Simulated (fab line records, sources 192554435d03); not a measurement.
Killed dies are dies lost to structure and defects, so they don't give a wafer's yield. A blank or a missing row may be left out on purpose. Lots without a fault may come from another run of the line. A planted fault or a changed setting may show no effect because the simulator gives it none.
A struck lot beside a sound one | flow n5_finfet | 15 steps out of a route of 1938
Sound: wafers L183.3, L183.4, L183.6. Struck: wafers L196.3, L196.4, L196.6. The cause comes at the end.
At each step with rows: each side's tool, then ch and its chambers, then its first start. Under that, the readings that differ: sound wafers | struck wafers | difference of the means | sigmas: that difference in standard deviations of wafers without a fault.
alike: readings whose means differ by less than 2 such deviations, and words and numbers that are the same on both sides. not compared: withheld readings, readings that some wafer has no value for, bounds like >300 that may hide the same value, and numbers for which the record gives no deviation and whose values overlap.
The two part at a step that has a row with sigmas, a row that says differs or no value, or rows on one side only. Numbers that don't overlap but have no deviation are shown without sigmas and don't part them. A reading that every wafer of one side lacks parts them only if that side has two wafers or more.

first, 1 step without rows for these wafers: N5_BEOL_M13_ETCH_67 (etches SiARC in CF4, target depth 143 nm, time 238.3 s).
N5_BEOL_M13_ETCH_68: etches SOC in N2/H2, time 355 s.
  sound on rie_diel-04 ch 0,1,3, day 11 10:20; struck on rie_diel-04 ch 1,2,3, day 15 07:44
  alike: drypump_motor_current_A, oes_product_au, rf_vpp_V, showerhead_plenum_p_Torr, throttle_valve_pct
  not compared: rf_hours_counter_h
then, 1 step without rows for these wafers: N5_BEOL_M13_STRIP_69 (strips in N2/H2).
N5_BEOL_M13_TRENCH_ETCH_34: etches SiOC in C4F8/O2/Ar, target depth 413.47 nm, time 162.6 s.
  sound on rie_diel-04 ch 0,1,3, day 11 10:34; struck on rie_diel-04 ch 1,2,3, day 15 07:57
  alike: drypump_motor_current_A, he_inner_torr, oes_product_au, rf_vpp_V, showerhead_plenum_p_Torr, throttle_valve_pct
  not compared: rf_hours_counter_h
then, 1 step without rows for these wafers: N5_BEOL_M13_STRIP_70 (strips in C4F8/O2/Ar).
N5_BEOL_M13_OCD_MEAS_35:
  sound on ocd-01, day 11 10:44; struck on ocd-02, day 15 08:08
  alike: trench_depth_nm
then, 1 step without rows for these wafers: N5_BEOL_M13_STRIP_37 (strips in N2/H2).
N5_BEOL_M13_ETCH_38: etches SiCN in CF4/N2, target depth 67.5 nm, time 71.9 s.
  sound on rie_diel-02 ch 0,3, day 11 10:52; struck on rie_diel-02 ch 0,1, day 15 10:28
  alike: cf4_flow_sccm, drypump_motor_current_A, oes_product_au, rf_vpp_V, showerhead_plenum_p_Torr, throttle_valve_pct
  not compared: rf_hours_counter_h
then, 3 steps without rows for these wafers: N5_BEOL_M13_PRECLEAN_39 (cleans in residue remover, time 60 s); N5_BEOL_M13_SRD_40 (time 30 s, dry time 30 s); N5_BEOL_M13_DEGAS_41 (time 60 s).
N5_BEOL_M13_PRE_CLEAN_42: time 30 s.
  sound on pvd_sputter-02, day 11 12:32; struck on pvd_sputter-01, day 15 10:49
  alike: heater_power_w
N5_BEOL_M13_SPUTTER_43: material TaN, target thk 15 nm, time 24.19 s.
  sound on pvd_sputter-02, day 11 12:35; struck on pvd_sputter-01, day 15 10:52
  reading                                      | sound             | struck            | difference | sigmas
  cathode_dc_power_W (W)                       | 15000 14999 14998 | 14124 14123 14127 | -874       | -99 or more
  model.TaN_of_BEOL_M13_SPUTTER_43.thk_nm (nm) | 14.8 14.8 14.8    | 14.2 14.2 14.2    | -0.6       |
  alike: throttle_valve_pct
N5_BEOL_M13_SPUTTER_44: material Ta, target thk 10 nm, time 16.13 s.
  sound on pvd_sputter-02, day 11 12:40; struck on pvd_sputter-01, day 15 10:56
  alike: cathode_dc_power_W, throttle_valve_pct
N5_PASSIVATION_PROBE_49:
  sound on prober-01, day 13 01:37; struck on prober-02, day 16 14:45
  alike: defect_limited_yield, killed_at_M0_to_M3, killed_at_M4_up, killed_at_contacts, killed_at_front_end, killed_at_other, killed_dies, killed_on_rim, killed_open, killed_short, sort_bin_5_function, sort_bin_6_memory, sort_bin_8_speed, sort_n_pass, sort_yield_pct

WHERE THEY PART
Only at N5_BEOL_M13_SPUTTER_43, within this record. Later steps at which nothing parts them and some readings are alike: N5_BEOL_M13_SPUTTER_44, N5_PASSIVATION_PROBE_49.

WHY: what the simulator had put in
Process parameter drift: pvd_sputter-01, from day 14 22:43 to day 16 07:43, at N5_BEOL_M13_SPUTTER_43. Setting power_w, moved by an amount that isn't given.
